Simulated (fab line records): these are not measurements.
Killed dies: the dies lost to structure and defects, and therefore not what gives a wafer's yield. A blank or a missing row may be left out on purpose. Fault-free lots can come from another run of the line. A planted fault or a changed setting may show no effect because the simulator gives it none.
Which tool was responsible? + flow n5_finfet + 9 lots with 27 wafers sampled at 5 steps, on a route of 1938 steps

== WHAT THE GAUGES SHOWED, per wafer ==
N5_BEOL_M2_OVL_MEAS_12.
| lot  | measured     | on         | M2_OVL (nm)    |
|------|--------------|------------|----------------|
| L075 | day 7 00:52  | overlay-01 | -1.2 -0.2 -1.5 |
| L078 | day 7 22:59  | overlay-02 | -1.3 -0.4 -0.9 |
| L080 | day 9 20:08  | overlay-02 | 0.5 0.0 -0.5   |
| L083 | day 10 16:02 | overlay-02 | -0.4 -0.2 -1.1 |
| L086 | day 11 07:23 | overlay-02 | 0.0 0.2 -0.8   |
| L089 | day 12 17:07 | overlay-01 | -0.6 -1.9 -0.7 |
| L091 | day 12 22:53 | overlay-01 | -1.3 0.6 -0.2  |
| L093 | day 13 02:09 | overlay-01 | 0.1 0.0 -0.1   |
| L095 | day 14 04:52 | overlay-02 | -0.9 0.0 -1.5  |

== TOOL THAT RAN EACH LOT (tool first, then ch and the chambers of the sampled wafers, then the start) ==
| lot  | N5_BEOL_M1_STRIP_66                | N5_BEOL_M1_ETCH_77                 | N5_BEOL_M1_ETCH_41                            | N5_BEOL_M1_STRIP_97                           |
|------|------------------------------------|------------------------------------|-----------------------------------------------|-----------------------------------------------|
| L075 | rie_diel-03 ch 0,1,3, day 6 16:32  | rie_diel-03 ch 1,2,3, day 6 17:23  | rie_diel-03 ch 1,2,3, day 7 00:52 or earlier  | rie_diel-03 ch 1,2,3, day 7 00:52 or earlier  |
| L078 | rie_diel-03 ch 1,2,3, day 6 20:40  | rie_diel-02 ch 0,2,3, day 6 21:23  | rie_diel-02 ch 1,2, day 7 22:59 or earlier    | rie_diel-02 ch 1,2, day 7 22:59 or earlier    |
| L080 | rie_diel-02 ch 1,2, day 8 01:02    | rie_diel-02 ch 2,3, day 8 04:47    | rie_diel-03 ch 0,2,3, day 9 20:08 or earlier  | rie_diel-03 ch 0,2,3, day 9 20:08 or earlier  |
| L083 | rie_diel-02 ch 0,1, day 10 06:31   | rie_diel-05 ch 0,2,3, day 10 07:19 | rie_diel-02 ch 0,2,3, day 10 16:02 or earlier | rie_diel-02 ch 0,2,3, day 10 16:02 or earlier |
| L086 | rie_diel-05 ch 2,3, day 10 23:08   | rie_diel-05 ch 2,3, day 10 23:58   | rie_diel-05 ch 0,1,2, day 11 07:23 or earlier | rie_diel-05 ch 0,1,2, day 11 07:23 or earlier |
| L089 | rie_diel-03 ch 1,3, day 12 07:26   | rie_diel-02 ch 2,3, day 12 08:14   | rie_diel-05 ch 2,3, day 12 17:07 or earlier   | rie_diel-05 ch 2,3, day 12 17:07 or earlier   |
| L091 | rie_diel-02 ch 1,3, day 12 10:13   | rie_diel-03 ch 0,3, day 12 11:10   | rie_diel-05 ch 2,3, day 12 22:53 or earlier   | rie_diel-05 ch 2,3, day 12 22:53 or earlier   |
| L093 | rie_diel-03 ch 2,3, day 12 12:14   | rie_diel-02 ch 0,1,2, day 12 12:58 | rie_diel-05 ch 0,1,3, day 13 02:09 or earlier | rie_diel-05 ch 0,1,3, day 13 02:09 or earlier |
| L095 | rie_diel-02 ch 1,2,3, day 13 21:20 | rie_diel-02 ch 1,2,3, day 13 22:10 | rie_diel-02 ch 0,2,3, day 14 04:52 or earlier | rie_diel-02 ch 0,2,3, day 14 04:52 or earlier |
- N5_BEOL_M1_STRIP_66: strips in CF4.
- N5_BEOL_M1_ETCH_77: etches underlayer in N2/H2, target depth 6.5 nm, time 5.2 s.
- N5_BEOL_M1_ETCH_41: etches SiCN in CH3F/O2, target depth 31.9 nm, time 57.8 s.
- N5_BEOL_M1_STRIP_97: strips in N2/H2, time 10 s.

== THE ANSWER, worked out from the rows above alone ==
Rule: what is usual is taken from the lots themselves. Put in order of their means at a reading, lots are off if they are a third of the lots or fewer, leave a main group of 4 or more, and stand apart from it by a gap of 3 or more times the standard deviation of the main group's means; of several such gaps the widest counts. The tables above print the reading to a certain number of digits; a main group whose means all agree to those digits is not used. A lot without any number at a reading at which 4 lots or more have one is off too. Any other lot the step has rows for is counted as sound.
No lot is off at any reading shown: from this, nothing can be told.

== WHAT THE SIMULATOR PUT IN ==
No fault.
